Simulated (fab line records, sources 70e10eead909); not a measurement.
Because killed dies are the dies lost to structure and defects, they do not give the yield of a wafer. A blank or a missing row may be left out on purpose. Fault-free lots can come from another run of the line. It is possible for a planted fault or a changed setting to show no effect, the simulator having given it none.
What tool caused it? + flow nand-harc + 22 lots with 66 wafers sampled at 6 steps, on a route of 1159 steps

WHAT THE GAUGES SHOWED, per wafer
Not one reading of a measure or inspect step in the record can be checked against a usual standard deviation.

WHAT TOOL EACH LOT RAN ON (gives the tool, then ch and the chambers of the sampled wafers, and finally the start)
| lot  | NHARC_A_SLIT_ETCH_24               | NHARC_A_WL_FILL_CVD_20                   | NHARC_A_CONTACT_DESCUM_47          | NHARC_A_CONTACT_ETCH_49                       | NHARC_A_CONTACT_ETCH_50                       | NHARC_A_CONTACT_ETCH_121             |
|------|------------------------------------|------------------------------------------|------------------------------------|-----------------------------------------------|-----------------------------------------------|--------------------------------------|
| L074 | rie-diel-02 ch 0,1,2, day 14 06:36 | cvd-w-02 ch 0,1, day 16 08:53 or earlier | rie-diel-12 ch 2,3, day 16 08:53   | rie-diel-12 ch 2,3, day 16 11:13 or earlier   | rie-diel-12 ch 0,2, day 16 11:13 or earlier   | har-cap-etch-01 ch 0,1, day 16 11:13 |
| L075 | rie-diel-06 ch 1,2, day 15 08:43   | cvd-w-02 ch 0, day 17 18:47 or earlier   | rie-diel-12 ch 0,3, day 17 18:47   | rie-diel-12 ch 0,2,3, day 17 21:10 or earlier | rie-diel-12 ch 1,2,3, day 17 21:10 or earlier | har-cap-etch-03 ch 0,1, day 17 21:10 |
| L076 | rie-diel-07 ch 0,1,2, day 15 09:25 | cvd-w-01 ch 0,1, day 17 12:01 or earlier | rie-diel-09 ch 1,3, day 17 12:01   | rie-diel-09 ch 0,1,3, day 17 14:19 or earlier | rie-diel-09 ch 0,1, day 17 14:19 or earlier   | har-cap-etch-02 ch 0,1, day 17 14:19 |
| L078 | rie-diel-02 ch 0,2,3, day 15 09:44 | cvd-w-01 ch 0,1, day 17 16:18 or earlier | rie-diel-12 ch 2,3, day 17 16:18   | rie-diel-12 ch 0,1,3, day 17 18:35 or earlier | rie-diel-12 ch 1,2, day 17 18:35 or earlier   | har-cap-etch-01 ch 0,1, day 17 18:35 |
| L077 | rie-diel-07 ch 1,2, day 15 10:46   | cvd-w-01 ch 0,1, day 17 23:01 or earlier | rie-diel-09 ch 0,3, day 17 23:01   | rie-diel-09 ch 0,1,2, day 18 01:24 or earlier | rie-diel-09 ch 0,1,3, day 18 01:24 or earlier | har-cap-etch-01 ch 0,1, day 18 01:24 |
| L081 | rie-diel-02 ch 0,3, day 15 16:40   | cvd-w-02 ch 0,1, day 18 00:21 or earlier | rie-diel-12 ch 2,3, day 18 00:21   | rie-diel-12 ch 0,3, day 18 02:37 or earlier   | rie-diel-12 ch 0,2, day 18 02:37 or earlier   | har-cap-etch-03 ch 0,1, day 18 02:37 |
| L080 | rie-diel-06 ch 1,3, day 16 01:15   | cvd-w-02 ch 0,1, day 18 06:23 or earlier | rie-diel-09 ch 2,3, day 18 06:23   | rie-diel-09 ch 1,2, day 18 08:39 or earlier   | rie-diel-09 ch 0,1,3, day 18 08:39 or earlier | har-cap-etch-02 ch 0,1, day 18 08:39 |
| L082 | rie-diel-02 ch 0,2,3, day 16 06:10 | cvd-w-01 ch 0, day 18 12:14 or earlier   | rie-diel-13 ch 2,3, day 18 12:14   | rie-diel-13 ch 0,3, day 18 14:36 or earlier   | rie-diel-13 ch 1,2, day 18 14:36 or earlier   | har-cap-etch-01 ch 0,1, day 18 14:36 |
| L079 | rie-diel-07 ch 0,1, day 16 06:54   | cvd-w-02 ch 0,1, day 18 17:46 or earlier | rie-diel-12 ch 0,2,3, day 18 17:46 | rie-diel-12 ch 0,1,2, day 18 20:04 or earlier | rie-diel-12 ch 0,1,2, day 18 20:04 or earlier | har-cap-etch-02 ch 0,1, day 18 20:04 |
| L083 | rie-diel-06 ch 0,2,3, day 16 13:16 | cvd-w-02 ch 0,1, day 19 01:49 or earlier | rie-diel-12 ch 0,1,3, day 19 01:49 | rie-diel-12 ch 2,3, day 19 04:42 or earlier   | rie-diel-12 ch 2,3, day 19 04:42 or earlier   | har-cap-etch-03 ch 0, day 19 04:42   |
| L084 | rie-diel-02 ch 1,3, day 17 02:26   | cvd-w-01 ch 0,1, day 19 00:01 or earlier | rie-diel-12 ch 1,2,3, day 19 00:01 | rie-diel-12 ch 0,1,2, day 19 02:26 or earlier | rie-diel-12 ch 0,1,2, day 19 02:26 or earlier | har-cap-etch-01 ch 0,1, day 19 02:26 |
| L086 | rie-diel-06 ch 0,1, day 17 02:35   | cvd-w-01 ch 0,1, day 19 06:19 or earlier | rie-diel-13 ch 0,2,3, day 19 06:19 | rie-diel-13 ch 0,2,3, day 19 08:48 or earlier | rie-diel-13 ch 1,2, day 19 08:48 or earlier   | har-cap-etch-03 ch 0,1, day 19 08:48 |
| L087 | rie-diel-02 ch 1,2,3, day 17 11:25 | cvd-w-01 ch 0,1, day 19 11:36 or earlier | rie-diel-13 ch 0,1,2, day 19 11:36 | rie-diel-13 ch 0,2,3, day 19 13:55 or earlier | rie-diel-13 ch 1,2, day 19 13:55 or earlier   | har-cap-etch-03 ch 0,1, day 19 13:55 |
| L085 | rie-diel-02 ch 1,2,3, day 17 17:15 | cvd-w-02 ch 1, day 19 11:07 or earlier   | rie-diel-09 ch 2,3, day 19 11:07   | rie-diel-09 ch 1,2,3, day 19 13:32 or earlier | rie-diel-09 ch 1,2, day 19 13:32 or earlier   | har-cap-etch-02 ch 0,1, day 19 13:32 |
| L089 | rie-diel-06 ch 0,1,3, day 18 00:44 | cvd-w-02 ch 0,1, day 20 00:08 or earlier | rie-diel-12 ch 0,1, day 20 00:08   | rie-diel-12 ch 1,2, day 20 02:25 or earlier   | rie-diel-12 ch 2,3, day 20 02:25 or earlier   | har-cap-etch-02 ch 0,1, day 20 02:25 |
| L088 | rie-diel-02 ch 0,2, day 18 14:05   | cvd-w-02 ch 0,1, day 20 17:08 or earlier | rie-diel-12 ch 0,1,2, day 20 17:08 | rie-diel-12 ch 0,3, day 20 19:32 or earlier   | rie-diel-12 ch 1,2,3, day 20 19:32 or earlier | har-cap-etch-03 ch 0,1, day 20 19:32 |
| L090 | rie-diel-07 ch 0,2,3, day 18 15:46 | cvd-w-01 ch 0,1, day 20 20:41 or earlier | rie-diel-09 ch 0,2,3, day 20 20:41 | rie-diel-09 ch 0,1,2, day 20 22:58 or earlier | rie-diel-09 ch 0,1,3, day 20 22:58 or earlier | har-cap-etch-02 ch 0,1, day 20 22:58 |
| L092 | rie-diel-02 ch 1,2,3, day 18 16:52 | cvd-w-02 ch 0,1, day 20 22:26 or earlier | rie-diel-12 ch 0,1,3, day 20 22:26 | rie-diel-12 ch 0,1,2, day 21 00:46 or earlier | rie-diel-12 ch 0,1,2, day 21 00:46 or earlier | har-cap-etch-01 ch 0,1, day 21 00:46 |
| L094 | rie-diel-07 ch 0,1, day 18 21:47   | cvd-w-01 ch 0,1, day 21 04:44 or earlier | rie-diel-13 ch 2,3, day 21 04:44   | rie-diel-13 ch 0,2,3, day 21 07:22 or earlier | rie-diel-13 ch 0,2,3, day 21 07:22 or earlier | har-cap-etch-02 ch 0,1, day 21 07:22 |
| L095 | rie-diel-06 ch 0,1, day 19 07:32   | cvd-w-02 ch 0,1, day 21 15:13 or earlier | rie-diel-12 ch 0,1,2, day 21 15:13 | rie-diel-12 ch 0,2, day 21 17:29 or earlier   | rie-diel-12 ch 1,3, day 21 17:29 or earlier   | har-cap-etch-02 ch 0,1, day 21 17:29 |
| L096 | rie-diel-02 ch 0,2,3, day 19 08:18 | cvd-w-02 ch 0,1, day 21 04:29 or earlier | rie-diel-12 ch 0,1,3, day 21 04:29 | rie-diel-12 ch 1,3, day 21 06:51 or earlier   | rie-diel-12 ch 1,2,3, day 21 06:51 or earlier | har-cap-etch-03 ch 0,1, day 21 06:51 |
| L097 | rie-diel-02 ch 0,1,2, day 20 09:26 | cvd-w-01 ch 0, day 22 10:01 or earlier   | rie-diel-12 ch 1,2,3, day 22 10:01 | rie-diel-12 ch 0,2,3, day 22 12:17 or earlier | rie-diel-12 ch 1,2,3, day 22 12:17 or earlier | har-cap-etch-03 ch 0,1, day 22 12:17 |
- NHARC_A_SLIT_ETCH_24: etches the open film in CF4/CHF3, target depth 121 nm, time 60.5 s.
- NHARC_A_WL_FILL_CVD_20: deposits W, target thk 75 nm, time 5064 s.
- NHARC_A_CONTACT_DESCUM_47: chemistry O2, time 3 s.
- NHARC_A_CONTACT_ETCH_49: etches the open film in N2/H2, target depth 260 nm, time 475.3 s.
- NHARC_A_CONTACT_ETCH_50: etches the open film in CF4/CHF3, target depth 84.7 nm, time 42.4 s.
- NHARC_A_CONTACT_ETCH_121: etches the open film in C4F8/O2/Ar, time 94 s, target depth 922 nm.

AS READ BY THE TOOLS THEMSELVES (means over the sampled wafers that have a number; for cases with no such wafer, the mark the record gives instead)
NHARC_A_SLIT_ETCH_24.
| lot  | tool        | drypump-motor-current-A (A) | oes-product-au (a.u.) | rf-vpp-V (V) | showerhead-plenum-p-Torr (Torr) | throttle-valve-pct (%) |
|------|-------------|-----------------------------|-----------------------|--------------|---------------------------------|------------------------|
| L074 | rie-diel-02 | 5.95                        | 0.937                 | 371.9        | 1.61                            | 16.802                 |
| L075 | rie-diel-06 | 5.86                        | 0.965                 | 371.0        | 1.58                            | 16.801                 |
| L076 | rie-diel-07 | 5.85                        | 0.968                 | 373.4        | 1.62                            | 16.805                 |
| L078 | rie-diel-02 | 5.89                        | 0.971                 | 371.3        | 1.59                            | 16.797                 |
| L077 | rie-diel-07 | 5.52                        | 0.975                 | 372.6        | 1.65                            | 16.805                 |
| L081 | rie-diel-02 | 5.86                        | 0.964                 | 369.6        | 1.55                            | 16.802                 |
| L080 | rie-diel-06 | 5.89                        | 0.983                 | 369.5        | 1.55                            | 16.805                 |
| L082 | rie-diel-02 | 5.90                        | 0.956                 | 371.3        | 1.59                            | 16.808                 |
| L079 | rie-diel-07 | 5.74                        | 0.962                 | 372.3        | 1.62                            | 16.805                 |
| L083 | rie-diel-06 | 5.97                        | 0.921                 | 369.6        | 1.55                            | 16.802                 |
| L084 | rie-diel-02 | 5.96                        | 0.934                 | 368.7        | 1.52                            | 16.803                 |
| L086 | rie-diel-06 | 6.09                        | 0.916                 | 369.6        | 1.56                            | 16.801                 |
| L087 | rie-diel-02 | 5.99                        | 0.974                 | 370.0        | 1.57                            | 16.806                 |
| L085 | rie-diel-02 | 5.99                        | 0.965                 | 370.2        | 1.57                            | 16.806                 |
| L089 | rie-diel-06 | 5.97                        | 0.973                 | 369.6        | 1.55                            | 16.801                 |
| L088 | rie-diel-02 | 5.95                        | 0.967                 | 373.7        | 1.64                            | 16.808                 |
| L090 | rie-diel-07 | 5.89                        | 0.972                 | 372.0        | 1.60                            | 16.808                 |
| L092 | rie-diel-02 | 5.98                        | 0.972                 | 370.4        | 1.57                            | 16.803                 |
| L094 | rie-diel-07 | 5.73                        | 0.980                 | 371.6        | 1.62                            | 16.803                 |
| L095 | rie-diel-06 | 6.09                        | 0.955                 | 370.4        | 1.56                            | 16.808                 |
| L096 | rie-diel-02 | 5.88                        | 0.971                 | 371.6        | 1.59                            | 16.801                 |
| L097 | rie-diel-02 | 5.95                        | 0.948                 | 372.1        | 1.60                            | 16.804                 |

NHARC_A_WL_FILL_CVD_20.
| lot  | tool     | heater-power-w (W) | throttle-valve-pct (%) |
|------|----------|--------------------|------------------------|
| L074 | cvd-w-02 | 467                | 7.98                   |
| L075 | cvd-w-02 | 447                | 7.59                   |
| L076 | cvd-w-01 | 510                | 7.63                   |
| L078 | cvd-w-01 | 500                | 8.05                   |
| L077 | cvd-w-01 | 507                | 7.70                   |
| L081 | cvd-w-02 | 466                | 7.74                   |
| L080 | cvd-w-02 | 457                | 7.71                   |
| L082 | cvd-w-01 | 508                | 7.53                   |
| L079 | cvd-w-02 | 460                | 7.77                   |
| L083 | cvd-w-02 | 461                | 7.70                   |
| L084 | cvd-w-01 | 504                | 7.82                   |
| L086 | cvd-w-01 | 507                | 7.73                   |
| L087 | cvd-w-01 | 501                | 7.77                   |
| L085 | cvd-w-02 | 465                | 7.70                   |
| L089 | cvd-w-02 | 456                | 7.72                   |
| L088 | cvd-w-02 | 460                | 7.74                   |
| L090 | cvd-w-01 | 510                | 7.82                   |
| L092 | cvd-w-02 | 462                | 7.69                   |
| L094 | cvd-w-01 | 497                | 7.85                   |
| L095 | cvd-w-02 | 461                | 7.73                   |
| L096 | cvd-w-02 | 465                | 7.60                   |
| L097 | cvd-w-01 | 500                | 7.47                   |

NHARC_A_CONTACT_DESCUM_47.
| lot  | tool        | drypump-motor-current-A (A) | o2-flow-sccm (sccm) | oes-product-au (a.u.) | rf-vpp-V (V) | showerhead-plenum-p-Torr (Torr) | throttle-valve-pct (%) |
|------|-------------|-----------------------------|---------------------|-----------------------|--------------|---------------------------------|------------------------|
| L074 | rie-diel-12 | 5.9                         | 199.4               | 0.997                 | 58.4         | 2.03                            | 11.305                 |
| L075 | rie-diel-12 | 5.3                         | 200.0               | 1.006                 | 57.3         | 1.93                            | 11.310                 |
| L076 | rie-diel-09 | 5.8                         | 199.3               | 1.002                 | 58.3         | 1.93                            | 11.313                 |
| L078 | rie-diel-12 | 5.6                         | 200.1               | 0.994                 | 58.7         | 2.01                            | 11.312                 |
| L077 | rie-diel-09 | 5.6                         | 200.5               | 0.981                 | 56.9         | 1.84                            | 11.316                 |
| L081 | rie-diel-12 | 5.9                         | 200.2               | 1.007                 | 57.9         | 2.03                            | 11.316                 |
| L080 | rie-diel-09 | 5.4                         | 199.8               | 1.008                 | 58.2         | 1.96                            | 11.312                 |
| L082 | rie-diel-13 | 6.0                         | 200.0               | 1.004                 | 56.9         | 1.83                            | 11.312                 |
| L079 | rie-diel-12 | 5.7                         | 200.5               | 1.001                 | 59.0         | 1.98                            | 11.310                 |
| L083 | rie-diel-12 | 5.6                         | 199.2               | 1.010                 | 57.5         | 1.96                            | 11.317                 |
| L084 | rie-diel-12 | 5.9                         | 200.8               | 1.000                 | 57.9         | 2.01                            | 11.302                 |
| L086 | rie-diel-13 | 5.9                         | 199.8               | 1.010                 | 58.0         | 1.88                            | 11.307                 |
| L087 | rie-diel-13 | 6.0                         | 200.2               | 1.000                 | 57.9         | 1.93                            | 11.303                 |
| L085 | rie-diel-09 | 5.3                         | 200.1               | 1.009                 | 58.7         | 1.96                            | 11.314                 |
| L089 | rie-diel-12 | 5.9                         | 199.8               | 1.000                 | 57.7         | 1.95                            | 11.310                 |
| L088 | rie-diel-12 | 6.0                         | 199.6               | 1.019                 | 57.3         | 1.97                            | 11.298                 |
| L090 | rie-diel-09 | 5.4                         | 200.5               | 0.988                 | 57.1         | 1.99                            | 11.316                 |
| L092 | rie-diel-12 | 5.6                         | 199.8               | 0.999                 | 59.3         | 1.95                            | 11.309                 |
| L094 | rie-diel-13 | 5.7                         | 200.3               | 1.003                 | 57.9         | 1.86                            | 11.314                 |
| L095 | rie-diel-12 | 5.9                         | 200.4               | 1.000                 | 58.3         | 1.96                            | 11.301                 |
| L096 | rie-diel-12 | 5.6                         | 199.7               | 1.008                 | 58.3         | 1.95                            | 11.306                 |
| L097 | rie-diel-12 | 5.9                         | 200.2               | 1.003                 | 58.6         | 2.00                            | 11.319                 |

NHARC_A_CONTACT_ETCH_49.
| lot  | tool        | drypump-motor-current-A (A) | oes-product-au (a.u.) | rf-vpp-V (V) | showerhead-plenum-p-Torr (Torr) | throttle-valve-pct (%) |
|------|-------------|-----------------------------|-----------------------|--------------|---------------------------------|------------------------|
| L074 | rie-diel-12 | 5.6                         | 1.005                 | 433.5        | 2.15                            | 14.175                 |
| L075 | rie-diel-12 | 5.6                         | 0.998                 | 432.4        | 2.11                            | 14.171                 |
| L076 | rie-diel-09 | 5.9                         | 0.990                 | 428.8        | 1.99                            | 14.171                 |
| L078 | rie-diel-12 | 5.6                         | 1.000                 | 433.1        | 2.09                            | 14.162                 |
| L077 | rie-diel-09 | 6.0                         | 0.995                 | 428.9        | 2.00                            | 14.171                 |
| L081 | rie-diel-12 | 5.3                         | 1.004                 | 431.4        | 2.10                            | 14.165                 |
| L080 | rie-diel-09 | 6.3                         | 1.006                 | 431.0        | 2.04                            | 14.179                 |
| L082 | rie-diel-13 | 5.6                         | 1.001                 | 429.4        | 2.03                            | 14.165                 |
| L079 | rie-diel-12 | 5.9                         | 1.014                 | 432.2        | 2.10                            | 14.165                 |
| L083 | rie-diel-12 | 6.0                         | 1.000                 | 432.8        | 2.17                            | 14.161                 |
| L084 | rie-diel-12 | 6.0                         | 1.003                 | 431.4        | 2.10                            | 14.167                 |
| L086 | rie-diel-13 | 5.9                         | 1.011                 | 429.1        | 2.00                            | 14.182                 |
| L087 | rie-diel-13 | 5.9                         | 1.001                 | 429.4        | 2.00                            | 14.174                 |
| L085 | rie-diel-09 | 5.8                         | 0.997                 | 431.5        | 2.06                            | 14.176                 |
| L089 | rie-diel-12 | 6.2                         | 1.005                 | 432.9        | 2.13                            | 14.177                 |
| L088 | rie-diel-12 | 5.3                         | 1.005                 | 431.5        | 2.09                            | 14.166                 |
| L090 | rie-diel-09 | 6.0                         | 1.000                 | 431.9        | 2.10                            | 14.177                 |
| L092 | rie-diel-12 | 5.9                         | 1.003                 | 432.3        | 2.10                            | 14.173                 |
| L094 | rie-diel-13 | 5.9                         | 0.998                 | 429.1        | 2.00                            | 14.183                 |
| L095 | rie-diel-12 | 5.7                         | 1.003                 | 431.2        | 2.06                            | 14.166                 |
| L096 | rie-diel-12 | 5.9                         | 1.002                 | 432.5        | 2.12                            | 14.173                 |
| L097 | rie-diel-12 | 5.6                         | 1.002                 | 433.1        | 2.10                            | 14.168                 |

NHARC_A_CONTACT_ETCH_50.
| lot  | tool        | drypump-motor-current-A (A) | oes-product-au (a.u.) | rf-vpp-V (V) | showerhead-plenum-p-Torr (Torr) | throttle-valve-pct (%) |
|------|-------------|-----------------------------|-----------------------|--------------|---------------------------------|------------------------|
| L074 | rie-diel-12 | 6.0                         | 0.959                 | 371.9        | 1.63                            | 16.805                 |
| L075 | rie-diel-12 | 5.9                         | 0.975                 | 372.5        | 1.64                            | 16.807                 |
| L076 | rie-diel-09 | 6.1                         | 0.914                 | 368.4        | 1.50                            | 16.797                 |
| L078 | rie-diel-12 | 6.3                         | 0.981                 | 373.4        | 1.65                            | 16.806                 |
| L077 | rie-diel-09 | 5.9                         | 0.916                 | 370.2        | 1.54                            | 16.812                 |
| L081 | rie-diel-12 | 5.7                         | 0.979                 | 370.9        | 1.59                            | 16.801                 |
| L080 | rie-diel-09 | 5.9                         | 0.914                 | 369.6        | 1.54                            | 16.801                 |
| L082 | rie-diel-13 | 6.1                         | 0.922                 | 370.1        | 1.56                            | 16.800                 |
| L079 | rie-diel-12 | 5.9                         | 0.974                 | 371.9        | 1.61                            | 16.801                 |
| L083 | rie-diel-12 | 5.6                         | 0.952                 | 373.2        | 1.65                            | 16.798                 |
| L084 | rie-diel-12 | 5.9                         | 0.959                 | 372.2        | 1.61                            | 16.803                 |
| L086 | rie-diel-13 | 5.9                         | 0.932                 | 371.7        | 1.61                            | 16.796                 |
| L087 | rie-diel-13 | 6.1                         | 0.929                 | 370.3        | 1.55                            | 16.802                 |
| L085 | rie-diel-09 | 6.3                         | 0.945                 | 369.7        | 1.57                            | 16.805                 |
| L089 | rie-diel-12 | 5.9                         | 0.986                 | 373.8        | 1.66                            | 16.803                 |
| L088 | rie-diel-12 | 5.9                         | 0.950                 | 373.4        | 1.64                            | 16.800                 |
| L090 | rie-diel-09 | 5.9                         | 0.967                 | 370.6        | 1.61                            | 16.809                 |
| L092 | rie-diel-12 | 5.9                         | 0.972                 | 371.4        | 1.61                            | 16.808                 |
| L094 | rie-diel-13 | 5.9                         | 0.941                 | 369.8        | 1.54                            | 16.812                 |
| L095 | rie-diel-12 | 5.6                         | 0.951                 | 373.2        | 1.63                            | 16.799                 |
| L096 | rie-diel-12 | 5.9                         | 0.949                 | 373.7        | 1.64                            | 16.801                 |
| L097 | rie-diel-12 | 5.9                         | 0.970                 | 372.4        | 1.64                            | 16.805                 |

NHARC_A_CONTACT_ETCH_121.
| lot  | tool            | oes-air-line-au (a.u.) |
|------|-----------------|------------------------|
| L074 | har-cap-etch-01 | 1.001                  |
| L075 | har-cap-etch-03 | 1.014                  |
| L076 | har-cap-etch-02 | 1.008                  |
| L078 | har-cap-etch-01 | 0.994                  |
| L077 | har-cap-etch-01 | 0.986                  |
| L081 | har-cap-etch-03 | 0.968                  |
| L080 | har-cap-etch-02 | 1.005                  |
| L082 | har-cap-etch-01 | 0.996                  |
| L079 | har-cap-etch-02 | 1.011                  |
| L083 | har-cap-etch-03 | 1.009                  |
| L084 | har-cap-etch-01 | 1.006                  |
| L086 | har-cap-etch-03 | 0.999                  |
| L087 | har-cap-etch-03 | 0.999                  |
| L085 | har-cap-etch-02 | 1.015                  |
| L089 | har-cap-etch-02 | 0.993                  |
| L088 | har-cap-etch-03 | 0.997                  |
| L090 | har-cap-etch-02 | 0.999                  |
| L092 | har-cap-etch-01 | 1.007                  |
| L094 | har-cap-etch-02 | 1.009                  |
| L095 | har-cap-etch-02 | 0.995                  |
| L096 | har-cap-etch-03 | 0.997                  |
| L097 | har-cap-etch-03 | 1.006                  |

THE ANSWER, worked out from the rows above alone
Rule: usual is defined by the lots themselves. The widest of any qualifying gaps counts: lots, ordered by their means at a reading, are off when they make up no more than a third of the lots, leave a main group of 4 or more, and stand apart from it by 3 or more times the standard deviation of that group's means. A main group whose means are all the same, to the digits that the tables above print for the reading, isn't used. Also off: a lot with no number at a reading for which 4 or more lots have one. Any other lot the step has rows for is counted as sound. The gauges are gone through in route order, then the tools' own readings, and for those a lot's mean is taken as printed above. At the first step where some lot is off, the reading lying furthest off is the one used; lots without a number count as furthest.
None of the lots is off at any reading shown; this tells nothing.

WHAT THE SIMULATOR HAD PUT IN
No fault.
